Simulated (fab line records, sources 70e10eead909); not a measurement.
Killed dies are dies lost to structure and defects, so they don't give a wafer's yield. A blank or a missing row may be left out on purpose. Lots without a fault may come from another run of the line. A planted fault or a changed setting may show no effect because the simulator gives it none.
Which tool did it? | flow nand_harc | 7 lots, 21 wafers sampled, at 3 steps of a route of 1159

WHAT THE GAUGES READ, wafer by wafer
NHARC_A_M1_CD_MEAS_09: target cd 120 nm.
lot  | measured     | on        | cd_nm (nm)
L739 | day 18 01:22 | cd_sem-01 | 119.9 120.5 119.8
L737 | day 18 09:14 | cd_sem-01 | 71.1 70.8 70.4
L750 | day 21 02:52 | cd_sem-01 | 118.9 118.8 119.6
L752 | day 22 03:43 | cd_sem-02 | 119.3 119.8 119.3
L754 | day 22 08:56 | cd_sem-02 | 120.1 120.6 119.7
L755 | day 23 04:23 | cd_sem-02 | 120.1 119.4 120.4
L758 | day 24 02:07 | cd_sem-02 | 119.6 119.6 119.8

WHICH TOOL RAN EACH LOT (tool, then ch and the chambers of the sampled wafers, then the start)
lot  | NHARC_A_BLC_ETCH_17                           | NHARC_A_M1_PEB_07
L739 | rie_diel-02 ch 1,2,3, day 18 01:17 or earlier | litho_track-04 ch 0, day 18 01:17
L737 | rie_diel-04 ch 2,3, day 18 09:10 or earlier   | litho_track-01 ch 0, day 18 09:10
L750 | rie_diel-12 ch 0,1,3, day 21 02:47 or earlier | litho_track-06 ch 0, day 21 02:47
L752 | rie_diel-02 ch 1,2,3, day 22 03:38 or earlier | litho_track-04 ch 0, day 22 03:38
L754 | rie_diel-04 ch 1,2,3, day 22 08:52 or earlier | litho_track-04 ch 0, day 22 08:52
L755 | rie_diel-04 ch 0,1,2, day 23 04:19 or earlier | litho_track-06 ch 0, day 23 04:19
L758 | rie_diel-02 ch 1,2,3, day 24 02:02 or earlier | litho_track-06 ch 0, day 24 02:02
- NHARC_A_BLC_ETCH_17: etches the open film in N2/H2, target depth 390 nm, time 609.38 s.
- NHARC_A_M1_PEB_07: peb time 65 s.

THE ANSWER, worked out from the rows above alone
Rule: what is usual is taken from the lots themselves. Put in order of their means at a reading, lots are off if they are a third of the lots or fewer, leave a main group of 4 or more, and stand apart from it by a gap of 3 or more times the standard deviation of the main group's means; of several such gaps the widest counts. A main group whose means are all the same, to the digits that the tables above print for the reading, isn't used. A lot without any number at a reading at which 4 lots or more have one is off too. The other lots that the step has rows for count as sound.
Off: L737, at NHARC_A_M1_CD_MEAS_09 (cd_nm). The main group: mean 119.7 nm, standard deviation 0.37.
A tool fits if, at a process step before that reading, it ran every lot that is off, and no sound lot after the first of them. The gauges at NHARC_A_M1_CD_MEAS_09 are tried like those tools. NHARC_A_BLC_ETCH_17 gives no start for some lots, so the hours and the order of its lots are those of NHARC_A_M1_PEB_07. One fits: litho_track-01 at NHARC_A_M1_PEB_07. It ran no sound lot before its first lot that is off in this sample, so the start can't be narrowed down.

WHAT THE SIMULATOR HAD PUT IN
Process parameter drift: litho_track-01, from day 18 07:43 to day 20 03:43, at NHARC_A_M1_PEB_07. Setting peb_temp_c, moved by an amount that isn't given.
Lots struck among those shown: L737. The rule above found the same.
